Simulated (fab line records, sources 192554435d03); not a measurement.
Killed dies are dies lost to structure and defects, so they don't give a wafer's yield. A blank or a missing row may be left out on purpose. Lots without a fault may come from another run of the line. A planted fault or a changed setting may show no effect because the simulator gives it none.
A struck lot beside a sound one | flow n5_finfet | 14 steps out of a route of 1938
Sound: wafers L238.2, L238.5, L238.6. Struck: wafers L234.2, L234.3, L234.4. The cause comes at the end.
At each step with rows: each side's tool, then ch and its chambers, then its first start. Under that, the readings that differ: sound wafers | struck wafers | difference of the means | sigmas: that difference in standard deviations of wafers without a fault.
alike: readings whose means differ by less than 2 such deviations, and words and numbers that are the same on both sides. not compared: withheld readings, readings that some wafer has no value for, bounds like >300 that may hide the same value, and numbers for which the record gives no deviation and whose values overlap.
The two part at a step that has a row with sigmas, a row that says differs or no value, or rows on one side only. Numbers that don't overlap but have no deviation are shown without sigmas and don't part them. A reading that every wafer of one side lacks parts them only if that side has two wafers or more.

first, 1 step without rows for these wafers: N5_BEOL_M7_DEVELOP_10 (develop time 30 s).
N5_BEOL_M7_CD_MEAS_11: target cd 38.5 nm.
  sound on cd_sem-03 ch 0, day 13 10:48; struck on cd_sem-01 ch 0, day 12 08:26
  alike: cd_nm
N5_BEOL_M7_OVL_MEAS_12:
  sound on overlay-01 ch 0, day 13 10:50; struck on overlay-02 ch 0, day 12 08:28
  alike: M7_OVL
N5_BEOL_M7_INSPECT_13: inspects for defects (brightfield).
  sound on defect_inspect-01, day 13 10:51; struck on defect_inspect-01, day 12 08:29
  alike: raw_defect_count
N5_BEOL_M7_DESCUM_16: chemistry O2, time 7.9 s.
  sound on rie_diel-04 ch 0,1,2, day 13 10:53; struck on rie_diel-03 ch 0,1,2, day 12 08:53
  reading                     | sound       | struck      | difference | sigmas
  drypump_motor_current_A (A) | 6.5 6.2 5.5 | 5.1 5.1 5.5 | -0.8       | -2
  alike: oes_product_au, rf_vpp_V, showerhead_plenum_p_Torr, throttle_valve_pct
  not compared: rf_hours_counter_h
N5_BEOL_M7_ETCH_61: etches SiARC in CF4, target depth 45.5 nm, time 75.8 s.
  sound on rie_diel-04 ch 0,1,2, day 13 10:55; struck on rie_diel-03 ch 0,1,2, day 12 08:55
  reading                     | sound       | struck      | difference | sigmas
  drypump_motor_current_A (A) | 6.5 6.2 5.5 | 5.1 5.1 5.5 | -0.8       | -2
  alike: cf4_flow_sccm, etch_rf_on_time_s, oes_product_au, rf_vpp_V, showerhead_plenum_p_Torr, throttle_valve_pct
  not compared: rf_hours_counter_h
N5_BEOL_M7_ETCH_62: etches SOC in N2/H2, target depth 110 nm, overetch 22 nm, time 165 s.
  sound on rie_diel-04 ch 0,1,2, day 13 10:58; struck on rie_diel-03 ch 0,1,2, day 12 08:59
  reading                     | sound       | struck      | difference | sigmas
  drypump_motor_current_A (A) | 6.6 6.2 5.6 | 5.1 5.1 5.5 | -0.9       | -2
  alike: oes_product_au, rf_vpp_V, showerhead_plenum_p_Torr, throttle_valve_pct
  not compared: rf_hours_counter_h
then, 1 step without rows for these wafers: N5_BEOL_M7_STRIP_68 (strips in N2/H2).
N5_BEOL_M7_STRIP_67: strips in CF4.
  sound on rie_diel-04 ch 0,1,2, day 13 11:07; struck on rie_diel-03 ch 0,1,2, day 12 09:08
  reading                     | sound       | struck      | difference | sigmas
  drypump_motor_current_A (A) | 6.5 6.2 5.6 | 5.1 5.1 5.4 | -0.9       | -2
  alike: cf4_flow_sccm, oes_product_au, rf_vpp_V, showerhead_plenum_p_Torr, throttle_valve_pct
  not compared: rf_hours_counter_h
then, 1 step without rows for these wafers: N5_BEOL_M7_HM_OPEN_17 (chemistry Cl2/BCl3, target TiN, target depth 20 nm, overetch 6 nm).
N5_BEOL_M7_STRIP_19: strips in O2.
  sound on rie_diel-03 ch 0,1,3, day 13 11:22; struck on rie_diel-03 ch 1,2,3, day 12 09:17
  alike: drypump_motor_current_A, oes_product_au, rf_vpp_V, showerhead_plenum_p_Torr, throttle_valve_pct
  not compared: rf_hours_counter_h
N5_BEOL_M7_CD_MEAS_18: pitch 80 nm, target cd 40 nm.
  sound on cd_sem-02, day 13 11:26; struck on cd_sem-02, day 12 09:22
  alike: cd_nm
N5_BEOL_M7_COAT_63: time 60 s, resist thk 60 nm.
  sound on litho_track-01 ch 0, day 13 11:46; struck on litho_track-04 ch 0, day 12 11:01
  reading                  | sound                | struck               | difference | sigmas
  heater_power_total_W (W) | 501.0 497.9 499.0    | 481.7 480.0 478.2    | -19.3      | -11
  plate_temp_C (C)         | 250.17 250.14 250.05 | 241.39 241.32 241.42 | -8.74      | -58
  alike: chill_plate_temp_C, resist_line_temp_C, spin_speed_rpm
then, 1 step without rows for these wafers: N5_BEOL_M7_COAT_64 (time 60 s, resist thk 12 nm).

WHERE THEY PART
First at N5_BEOL_M7_DESCUM_16; last, within this record, at N5_BEOL_M7_COAT_63.

WHY: what the simulator had put in
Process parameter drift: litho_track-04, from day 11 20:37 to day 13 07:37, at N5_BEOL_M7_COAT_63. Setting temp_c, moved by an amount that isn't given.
